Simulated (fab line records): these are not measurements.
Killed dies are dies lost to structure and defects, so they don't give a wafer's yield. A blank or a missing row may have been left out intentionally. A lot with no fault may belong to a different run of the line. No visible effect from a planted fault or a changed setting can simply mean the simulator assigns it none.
Split-lot trial -- flow n5 finfet -- 21 wafers read from 7 lots, route of 1938 steps

## ABOUT THE SPLIT
At N5_BEOL_M3_ILD_DEP_00 (deposits SiOC from DEMS/O2, target thk 79 nm, time 15.3 s), the setting time s was moved away from the recipe's 15.3 s on 4 of the 21 wafers read, by -14.6% to -5.1%. This setting was run at the recipe's value on the other wafers.

The file shows no step between the split and the reading.

## THE READING
M3_ILD_THK, in nm, at N5_BEOL_M3_THK_MEAS_01. Typical for fault-free wafers on this fab line: 79.4 nm, with standard deviation 1 nm.

wafer,"tool, chamber at the split","time s as run, s",against the recipe,"M3_ILD_THK, nm",against lot-mates on the recipe
L077.1,"pecvd-02, 0",15.3,recipe,79.0,-
L077.2,"pecvd-02, 1",15.3,recipe,79.2,-
L077.4,"pecvd-02, 1",15.3,recipe,79.9,-
L079.1,"pecvd-04, 2",15.3,recipe,78.5,-
L079.3,"pecvd-04, 0",15.3,recipe,78.0,-
L079.4,"pecvd-04, 2",15.3,recipe,79.8,-
L087.1,"pecvd-04, 0",15.3,recipe,77.8,-
L087.2,"pecvd-04, 1",15.3,recipe,78.9,-
L087.4,"pecvd-04, 0",15.3,recipe,79.1,-
L089.2,"pecvd-03, 2",13.06,-14.6%,67.1,-13.4
L089.3,"pecvd-03, 1",15.3,recipe,80.4,-
L089.6,"pecvd-03, 0",15.3,recipe,80.6,-
L092.2,"pecvd-02, 2",15.3,recipe,78.9,-
L092.4,"pecvd-02, 1",14.52,-5.1%,75.3,-3.6
L092.5,"pecvd-02, 0",14.52,-5.1%,75.1,-3.8
L093.3,"pecvd-02, 2",15.3,recipe,78.6,-
L093.5,"pecvd-02, 1",15.3,recipe,79.4,-
L093.6,"pecvd-02, 2",13.13,-14.2%,69.5,-9.5
L096.3,"pecvd-04, 1",15.3,recipe,78.0,-
L096.4,"pecvd-04, 2",15.3,recipe,79.3,-
L096.6,"pecvd-04, 1",15.3,recipe,80.6,-

THE FIT
A straight line over all 21 wafers: M3_ILD_THK changes by +0.758 nm for each +1% of time s; r = +0.97; the points scatter about the line by 0.87 nm.
The same after taking each lot's own level away (the mean of its wafers on the recipe; 21 wafers): +0.791 nm for each +1%; r = +0.97; scatter 0.84 nm.
Per that fit: largest time s move, reading shift of 12 nm.
From 78.60 to 80.50 nm: that is the span of the lots' own levels, equal to 1.9 times the standard deviation above.
The two slopes agree, so the slope changes little with the lot-to-lot level.
Check: -9.97 nm against its lot-mates is what the line predicts for one of the wafers moved furthest among these (-14.6%) when that wafer is left out of the fit. It came out at -13.4 nm against them.

## OTHER SPLITS APPLIED TO THESE WAFERS
Other splits were also applied to these wafers ahead of the reading. Each is held against what the fit with the lots' levels taken away leaves over:
other split on the same wafers,wafers away from the commonest value,r with M3_ILD_THK (lot level and that fit taken away)
N5_MOL_CONTACT_COAG_COAT_64 spin rpm,7,+0.09
N5_MOL_CONTACT_COAG_EXPOSE_37 dose mj,5,+0.08
N5_BEOL_M0_SAQP_COAT_08 spin rpm,5,-0.27
N5_BEOL_M0_SAQP_EXPOSE_11 dose mj,5,-0.31
N5_BEOL_M1_PECVD_72 time s,6,-0.34
N5_BEOL_M1_COAT_62 spin rpm,8,+0.12
N5_BEOL_M1_DESCUM_33 time s,8,+0.10
N5_BEOL_M1_ETCH_70 time s,9,+0.11

## THE WHOLE CHAIN: every reading that the file lists as answering this split, in the file's order
step,what it does,reading,change (the file's fit),r (the file's)
N5_BEOL_M3_ILD_DEP_00,"deposits SiOC from DEMS/O2, target thk 79 nm, time 15.3 s","SiOC_of_BEOL_M3_ILD_DEP_00.thk nm (the simulator's own value, which no gauge read)",+0.786 nm for each +1% of the setting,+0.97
N5_BEOL_M3_THK_MEAS_01,,M3_ILD_THK,+0.792 for each +1% of the setting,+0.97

## THE FILE'S OWN FIT
M3_ILD_THK changes by +0.792 nm for each +1% of time s, r = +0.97.
